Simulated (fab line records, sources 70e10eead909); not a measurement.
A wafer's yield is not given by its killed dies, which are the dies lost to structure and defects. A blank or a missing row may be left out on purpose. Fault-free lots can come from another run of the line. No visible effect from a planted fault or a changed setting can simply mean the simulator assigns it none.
Matching of chambers || flow nand harc || NHARC_P_BONDPAD_ACTIVATE_29 on rie diel-02: 4 sister chambers
The step chemistry N2, time 60 s. 39 wafers are shown with their chamber, then 12 later ones without.

== WAFERS WITH THEIR CHAMBER ==
{"wafer": "L074.1", "chamber": 2, "showerhead plenum p Torr (Torr)": 1.88, "drypump motor current A (A)": 6.2, "oes product au (a.u.)": 1.007}
{"wafer": "L074.2", "chamber": 0, "showerhead plenum p Torr (Torr)": 1.67, "drypump motor current A (A)": 5.0, "oes product au (a.u.)": 1.017}
{"wafer": "L074.5", "chamber": 2, "showerhead plenum p Torr (Torr)": 1.88, "drypump motor current A (A)": 6.2, "oes product au (a.u.)": 1.000}
{"wafer": "L075.2", "chamber": 2, "showerhead plenum p Torr (Torr)": 1.88, "drypump motor current A (A)": 6.1, "oes product au (a.u.)": 1.001}
{"wafer": "L075.3", "chamber": 3, "showerhead plenum p Torr (Torr)": 1.82, "drypump motor current A (A)": 6.6, "oes product au (a.u.)": 0.988}
{"wafer": "L075.5", "chamber": 1, "showerhead plenum p Torr (Torr)": 1.84, "drypump motor current A (A)": 5.2, "oes product au (a.u.)": 1.010}
{"wafer": "L076.2", "chamber": 3, "showerhead plenum p Torr (Torr)": 1.82, "drypump motor current A (A)": 6.6, "oes product au (a.u.)": 0.975}
{"wafer": "L076.4", "chamber": 0, "showerhead plenum p Torr (Torr)": 1.67, "drypump motor current A (A)": 5.0, "oes product au (a.u.)": 1.008}
{"wafer": "L076.5", "chamber": 1, "showerhead plenum p Torr (Torr)": 1.84, "drypump motor current A (A)": 5.2, "oes product au (a.u.)": 0.997}
{"wafer": "L077.3", "chamber": 1, "showerhead plenum p Torr (Torr)": 1.84, "drypump motor current A (A)": 5.2, "oes product au (a.u.)": 1.002}
{"wafer": "L077.4", "chamber": 0, "showerhead plenum p Torr (Torr)": 1.67, "drypump motor current A (A)": 5.0, "oes product au (a.u.)": 1.008}
{"wafer": "L077.6", "chamber": 2, "showerhead plenum p Torr (Torr)": 1.88, "drypump motor current A (A)": 6.2, "oes product au (a.u.)": 0.993}
{"wafer": "L079.2", "chamber": 2, "showerhead plenum p Torr (Torr)": 1.88, "drypump motor current A (A)": 6.2, "oes product au (a.u.)": 0.998}
{"wafer": "L079.3", "chamber": 3, "showerhead plenum p Torr (Torr)": 1.82, "drypump motor current A (A)": 6.6, "oes product au (a.u.)": 1.006}
{"wafer": "L079.6", "chamber": 2, "showerhead plenum p Torr (Torr)": 1.87, "drypump motor current A (A)": 6.2, "oes product au (a.u.)": 0.993}
{"wafer": "L080.2", "chamber": 0, "showerhead plenum p Torr (Torr)": 1.67, "drypump motor current A (A)": 5.0, "oes product au (a.u.)": 0.993}
{"wafer": "L080.4", "chamber": 1, "showerhead plenum p Torr (Torr)": 1.84, "drypump motor current A (A)": 5.2, "oes product au (a.u.)": 1.002}
{"wafer": "L080.6", "chamber": 3, "showerhead plenum p Torr (Torr)": 1.82, "drypump motor current A (A)": 6.6, "oes product au (a.u.)": 0.992}
{"wafer": "L081.1", "chamber": 1, "showerhead plenum p Torr (Torr)": 1.84, "drypump motor current A (A)": 5.2, "oes product au (a.u.)": 0.991}
{"wafer": "L081.2", "chamber": 3, "showerhead plenum p Torr (Torr)": 1.82, "drypump motor current A (A)": 6.6, "oes product au (a.u.)": 0.987}
{"wafer": "L081.4", "chamber": 2, "showerhead plenum p Torr (Torr)": 1.87, "drypump motor current A (A)": 6.2, "oes product au (a.u.)": 0.994}
{"wafer": "L083.1", "chamber": 3, "showerhead plenum p Torr (Torr)": 1.82, "drypump motor current A (A)": 6.6, "oes product au (a.u.)": 1.000}
{"wafer": "L083.3", "chamber": 0, "showerhead plenum p Torr (Torr)": 1.67, "drypump motor current A (A)": 5.0, "oes product au (a.u.)": 1.012}
{"wafer": "L083.5", "chamber": 1, "showerhead plenum p Torr (Torr)": 1.84, "drypump motor current A (A)": 5.2, "oes product au (a.u.)": 1.003}
{"wafer": "L084.1", "chamber": 2, "showerhead plenum p Torr (Torr)": 1.87, "drypump motor current A (A)": 6.2, "oes product au (a.u.)": 0.997}
{"wafer": "L084.2", "chamber": 3, "showerhead plenum p Torr (Torr)": 1.82, "drypump motor current A (A)": 6.6, "oes product au (a.u.)": 0.987}
{"wafer": "L084.6", "chamber": 3, "showerhead plenum p Torr (Torr)": 1.82, "drypump motor current A (A)": 6.6, "oes product au (a.u.)": 0.995}
{"wafer": "L085.1", "chamber": 1, "showerhead plenum p Torr (Torr)": 1.84, "drypump motor current A (A)": 5.2, "oes product au (a.u.)": 1.001}
{"wafer": "L085.4", "chamber": 0, "showerhead plenum p Torr (Torr)": 1.67, "drypump motor current A (A)": 5.0, "oes product au (a.u.)": 1.006}
{"wafer": "L085.5", "chamber": 3, "showerhead plenum p Torr (Torr)": 1.82, "drypump motor current A (A)": 6.7, "oes product au (a.u.)": 0.994}
{"wafer": "L087.2", "chamber": 0, "showerhead plenum p Torr (Torr)": 1.67, "drypump motor current A (A)": 5.0, "oes product au (a.u.)": 1.011}
{"wafer": "L087.4", "chamber": 2, "showerhead plenum p Torr (Torr)": 1.87, "drypump motor current A (A)": 6.2, "oes product au (a.u.)": 0.992}
{"wafer": "L087.5", "chamber": 0, "showerhead plenum p Torr (Torr)": 1.67, "drypump motor current A (A)": 5.0, "oes product au (a.u.)": 1.006}
{"wafer": "L086.1", "chamber": 3, "showerhead plenum p Torr (Torr)": 1.82, "drypump motor current A (A)": 6.6, "oes product au (a.u.)": 1.001}
{"wafer": "L086.4", "chamber": 0, "showerhead plenum p Torr (Torr)": 1.67, "drypump motor current A (A)": 5.0, "oes product au (a.u.)": 0.997}
{"wafer": "L086.6", "chamber": 2, "showerhead plenum p Torr (Torr)": 1.87, "drypump motor current A (A)": 6.2, "oes product au (a.u.)": 0.993}
{"wafer": "L088.2", "chamber": 0, "showerhead plenum p Torr (Torr)": 1.67, "drypump motor current A (A)": 5.0, "oes product au (a.u.)": 1.007}
{"wafer": "L088.3", "chamber": 1, "showerhead plenum p Torr (Torr)": 1.84, "drypump motor current A (A)": 5.2, "oes product au (a.u.)": 0.999}
{"wafer": "L088.6", "chamber": 2, "showerhead plenum p Torr (Torr)": 1.87, "drypump motor current A (A)": 6.2, "oes product au (a.u.)": 1.008}

SIGNATURES (means of the wafers above)
{"reading": "showerhead plenum p Torr", "chamber 0": 1.6700, "chamber 1": 1.8400, "chamber 2": 1.8745, "chamber 3": 1.8200, "scatter within a chamber": 0.00279}
{"reading": "drypump motor current A", "chamber 0": 5.000, "chamber 1": 5.200, "chamber 2": 6.191, "chamber 3": 6.610, "scatter within a chamber": 0.0227}
{"reading": "oes product au", "chamber 0": 1.00650, "chamber 1": 1.00062, "chamber 2": 0.99782, "chamber 3": 0.99250, "scatter within a chamber": 0.00691}
Rule: for a wafer and a chamber, the distance is found by dividing, reading by reading, the gap between the wafer's reading and the chamber's mean by the reading's scatter, squaring, summing and taking the root. If the next closest chamber is less than 2 further off than the closest, the wafer can't be placed; otherwise it belongs to the closest. The scatter: the root of (the sum of the squares of (reading less its chamber's mean) over the shown wafers, divided by (wafers less chambers)).

== WAFERS WITHOUT THEIR CHAMBER ==
{"wafer": "L091.1", "showerhead plenum p Torr (Torr)": 1.84, "drypump motor current A (A)": 5.2, "oes product au (a.u.)": 1.006}
{"wafer": "L091.4", "showerhead plenum p Torr (Torr)": 1.82, "drypump motor current A (A)": 6.6, "oes product au (a.u.)": 0.991}
{"wafer": "L091.6", "showerhead plenum p Torr (Torr)": 1.81, "drypump motor current A (A)": 6.6, "oes product au (a.u.)": 0.994}
{"wafer": "L093.1", "showerhead plenum p Torr (Torr)": 1.81, "drypump motor current A (A)": 6.6, "oes product au (a.u.)": 1.007}
{"wafer": "L093.2", "showerhead plenum p Torr (Torr)": 1.84, "drypump motor current A (A)": 5.2, "oes product au (a.u.)": 1.017}
{"wafer": "L093.6", "showerhead plenum p Torr (Torr)": 1.67, "drypump motor current A (A)": 5.0, "oes product au (a.u.)": 1.031}
{"wafer": "L096.2", "showerhead plenum p Torr (Torr)": 1.87, "drypump motor current A (A)": 6.2, "oes product au (a.u.)": 0.991}
{"wafer": "L096.4", "showerhead plenum p Torr (Torr)": 1.67, "drypump motor current A (A)": 5.0, "oes product au (a.u.)": 1.003}
{"wafer": "L096.5", "showerhead plenum p Torr (Torr)": 1.87, "drypump motor current A (A)": 6.2, "oes product au (a.u.)": 0.987}
{"wafer": "L097.2", "showerhead plenum p Torr (Torr)": 1.81, "drypump motor current A (A)": 6.6, "oes product au (a.u.)": 0.985}
{"wafer": "L097.4", "showerhead plenum p Torr (Torr)": 1.87, "drypump motor current A (A)": 6.2, "oes product au (a.u.)": 1.007}
{"wafer": "L097.6", "showerhead plenum p Torr (Torr)": 1.81, "drypump motor current A (A)": 6.6, "oes product au (a.u.)": 0.982}

== WHICH CHAMBER EACH WENT THROUGH ==
{"wafer": "L091.1", "from the rows above": 1, "in truth": 1}
{"wafer": "L091.4", "from the rows above": 3, "in truth": 3}
{"wafer": "L091.6", "from the rows above": 3, "in truth": 3}
{"wafer": "L093.1", "from the rows above": 3, "in truth": 3}
{"wafer": "L093.2", "from the rows above": 1, "in truth": 1}
{"wafer": "L093.6", "from the rows above": 0, "in truth": 0}
{"wafer": "L096.2", "from the rows above": 2, "in truth": 2}
{"wafer": "L096.4", "from the rows above": 0, "in truth": 0}
{"wafer": "L096.5", "from the rows above": 2, "in truth": 2}
{"wafer": "L097.2", "from the rows above": 3, "in truth": 3}
{"wafer": "L097.4", "from the rows above": 2, "in truth": 2}
{"wafer": "L097.6", "from the rows above": 3, "in truth": 3}
Correctly placed: 12 of 12. From these rows, 0 cannot be placed. Number placed wrongly: 0.
